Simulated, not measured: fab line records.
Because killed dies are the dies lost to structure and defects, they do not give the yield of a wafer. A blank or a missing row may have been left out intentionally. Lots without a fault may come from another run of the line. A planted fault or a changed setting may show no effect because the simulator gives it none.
Code-filled problem report in 8D (eight disciplines) form | flow nand_harc | the parts of the form that need people (team, actions taken, sign-off) are left out

== 1. PROBLEM STATEMENT ==
A mean of 879 nm is read at NHARC_A_ONON_D2_THK_MEAS_02 for thk_nm, taken on 1 wafer of 1 lot, against 1003 nm (standard deviation 7.7) on wafers free of any fault. Relative to the usual mean, that is a shift of -16 standard deviations.
The step: measures by ellipsometry.
First observed at day 16 04:28: wafer L440.2, on film_metro-02. The record holds 39 wafers of 13 lots with a number at this step. Rule for "out", or "out of limits": more than 4 standard deviations from the usual mean. Any other wafer with a number is counted as sound.

== 2. WHAT IT IS, AND WHAT IT ISN'T ==
question                    | is                | is not
which readings at this step | thk_nm            | -
which lots                  | L440              | L432, L433, L438, L444, L445, L446, L447, L449, L450, L451, L453, L454
which wafers of those lots  | L440.2            | L440.1, L440.6
read on which gauges        | film_metro-02     | film_metro-01
when                        | from day 16 04:28 | up to then (11 sound wafers); but 27 sound wafers of L444, L445, L446, L447, L449, L450, L451, L453, L454 came after

== 3. THE SUSPECTS, EACH WITH WHAT RULES IT OUT ==
Counting: a tool at a process step up to the reading stays a suspect if it ran every lot that is out. Sound lots after the first of them don't rule it out here, since some wafers of a struck lot are sound.
- the gauge at NHARC_A_ONON_D2_THK_MEAS_02: kept. All the wafers that are out were read on film_metro-02, and no step on other tools shows them out.
- rie_diel-04 at NHARC_A_CHANNEL_HOLE_D1_ETCH_34 (etches the open film in CF4/CHF3, target depth 154 nm, time 77 s): kept. L440, the lot that is out, went through it at day 12 13:47; up to then, the latest sound lot through it was L438 at day 11 15:23. NHARC_A_CHANNEL_HOLE_D1_ETCH_34: start missing for some lots; hours and lot order therefore follow NHARC_A_CHANNEL_HOLE_D1_ETCH_20.
- har_etch-02 at NHARC_A_CHANNEL_HOLE_D1_ETCH_20 (etches the open film in C4F8/O2/Ar, time 361.9 s, target depth 1600 nm): kept. L440, the lot that is out, went through it at day 12 13:47; up to then, the latest sound lot through it was L433 at day 9 04:12.
- har_etch-02 at NHARC_A_CHANNEL_HOLE_D1_ETCH_23 (etches the open film in C4F8/O2/Ar, time 819 s, target depth 1600 nm): kept. L440, the lot that is out, went through it at day 12 15:07; up to then, the latest sound lot through it was L433 at day 9 05:39.
- pecvd_onon-03 at NHARC_A_ONON_D2_DEP_00 (target thk 1000 nm): kept. L440, the lot that is out, went through it at day 16 03:57; up to then, the latest sound lot through it was L438 at day 15 06:28.
- The sound lot-mates ran in chamber 2 of rie_diel-04 at NHARC_A_CHANNEL_HOLE_D1_ETCH_34, but the wafers that are out ran in chamber 0.
- The sound lot-mates ran in chamber 1 of har_etch-02 at NHARC_A_CHANNEL_HOLE_D1_ETCH_20, but the wafers that are out ran in chamber 0.
- The sound lot-mates ran in chamber 1 of har_etch-02 at NHARC_A_CHANNEL_HOLE_D1_ETCH_23, but the wafers that are out ran in chamber 0.
Left after counting: rie_diel-04 at NHARC_A_CHANNEL_HOLE_D1_ETCH_34, har_etch-02 at NHARC_A_CHANNEL_HOLE_D1_ETCH_20, har_etch-02 at NHARC_A_CHANNEL_HOLE_D1_ETCH_23, pecvd_onon-03 at NHARC_A_ONON_D2_DEP_00, film_metro-02 at NHARC_A_ONON_D2_THK_MEAS_02.

== 4. THE CAUSE (what the simulator had put in) ==
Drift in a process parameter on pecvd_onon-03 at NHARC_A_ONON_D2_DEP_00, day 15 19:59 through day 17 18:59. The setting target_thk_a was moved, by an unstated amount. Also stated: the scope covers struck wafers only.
Of the 5 suspects that counting leaves, this tool is one.

== 5. THE CHAIN OF EFFECTS, in route order ==
Rows list readings where the struck wafers' mean (over those with a number) sits beyond 3 standard deviations from the usual. Readings are gone through only where the record gives a usual standard deviation; hours: the median, over the lots, of the time from a lot's start at the first step in this table giving one to that lot's start at this step; sigmas: the change measured in usual standard deviations.
hours | step                        | reading | usual   | on struck wafers | change | sigmas
0     | NHARC_A_ONON_D2_THK_MEAS_02 | thk_nm  | 1003 nm | 879              | -124   | -16

== 6. HOW IT WOULD HAVE BEEN CAUGHT EARLIER ==
In this record the first reading out of limits at a measuring or inspecting step was taken at day 16 04:28, 8 hours after the fault began at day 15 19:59.
No tool reading at NHARC_A_ONON_D2_DEP_00 that has a usual standard deviation in the record was out on any struck wafer, so an alarm limit of 4 standard deviations on those readings would not have fired.
Lots out: 1; all had begun NHARC_A_ONON_D2_DEP_00 on pecvd_onon-03 by day 16 04:28. A hold on the tool at that time would have spared none of them.
